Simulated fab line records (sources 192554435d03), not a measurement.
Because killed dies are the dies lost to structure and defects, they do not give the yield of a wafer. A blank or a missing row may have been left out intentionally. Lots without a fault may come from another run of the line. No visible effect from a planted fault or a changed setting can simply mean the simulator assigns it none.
Chamber matching | flow n5 finfet | 4 sister chambers for N5_BEOL_M4_ETCH_77 on rie diel-05
The step etches underlayer in N2/H2, target depth 6.5 nm, time 5.2 s. 4 wafers are shown with their chamber, then 10 later ones without.

## WAFERS WITH THEIR CHAMBER
wafer  | chamber | drypump motor current A (A)
L089.2 | 0       | 5.81
L089.4 | 1       | 5.85
L091.2 | 2       | 5.86
L091.4 | 3       | 5.29

## WAFERS WHOSE CHAMBER IS MISSING
wafer  | drypump motor current A (A)
L091.6 | 5.28
L092.2 | 5.31
L092.5 | 5.29
L092.6 | 5.83
L093.3 | 5.85
L093.4 | 5.80
L093.5 | 5.85
L096.1 | 5.88
L096.2 | 5.27
L096.3 | 5.84

## WHICH CHAMBER EACH WENT THROUGH
wafer  | from the rows above          | in truth
L091.6 | 3                            | 3
L092.2 | 3                            | 3
L092.5 | 3                            | 3
L092.6 | can't be placed: 1 or 0 or 2 | 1
L093.3 | can't be placed: 1 or 2      | 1
L093.4 | 0                            | 0
L093.5 | can't be placed: 1 or 2      | 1
L096.1 | can't be placed: 2 or 1      | 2
L096.2 | 3                            | 3
L096.3 | can't be placed: 1 or 2 or 0 | 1
5 of 10 placed correctly. Cannot be placed on the basis of these rows: 5; the candidates contain the true chamber in 5. Number placed wrongly: 0.
How it was worked out, from the rows above alone: a wafer's distance from a chamber is the root of the sum, over the readings, of the square of ((its reading less the chamber's mean) divided by the reading's scatter). The wafer belongs to the nearest chamber; if the next one is less than 2 further off, it can't be placed. The mean given for a chamber averages the wafers shown for that chamber. The scatter (one wafer shown for each chamber): square how far every hidden wafer sits from the nearest shown wafer, average those squares and take the square root.
